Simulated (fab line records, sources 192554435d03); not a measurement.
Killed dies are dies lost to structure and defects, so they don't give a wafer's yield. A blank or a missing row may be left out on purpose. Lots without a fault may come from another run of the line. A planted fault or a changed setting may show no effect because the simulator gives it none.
Chamber matching | flow n5_finfet | N5_DUMMY_GATE_ALD_02 on ald_sin-04: 4 sister chambers
The step deposits SiO2, target thk 2 nm, pulse time 1 s. 4 wafers are shown with their chamber, then 8 later ones without.

WAFERS WITH THEIR CHAMBER
wafer  | chamber | heater_power_outer_w (W)
L076.6 | 2       | 274
L087.4 | 3       | 258
L087.6 | 1       | 292
L091.3 | 0       | 266

WAFERS WITHOUT THEIR CHAMBER
wafer  | heater_power_outer_w (W)
L091.4 | 287
L091.6 | 266
L093.2 | 292
L093.5 | 281
L093.6 | 254
L094.2 | 275
L094.4 | 278
L094.5 | 296

WHICH CHAMBER EACH WENT THROUGH
wafer  | from the rows above     | in truth
L091.4 | 1                       | 1
L091.6 | 0                       | 0
L093.2 | 1                       | 1
L093.5 | can't be placed: 2 or 1 | 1
L093.6 | 3                       | 3
L094.2 | 2                       | 2
L094.4 | 2                       | 2
L094.5 | 1                       | 1
Placed correctly: 7 of 8. Can't be placed from these rows: 1 (the true chamber is among the candidates in 1). Placed wrongly: 0.
How it was worked out, from the rows above alone: a wafer's distance from a chamber is the root of the sum, over the readings, of the square of ((its reading less the chamber's mean) divided by the reading's scatter). The wafer belongs to the nearest chamber; if the next one is less than 2 further off, it can't be placed. A chamber's mean is the mean of its shown wafers. The scatter: with one shown wafer a chamber, the root of the mean of the squares of how far each hidden wafer lies from its nearest shown one.
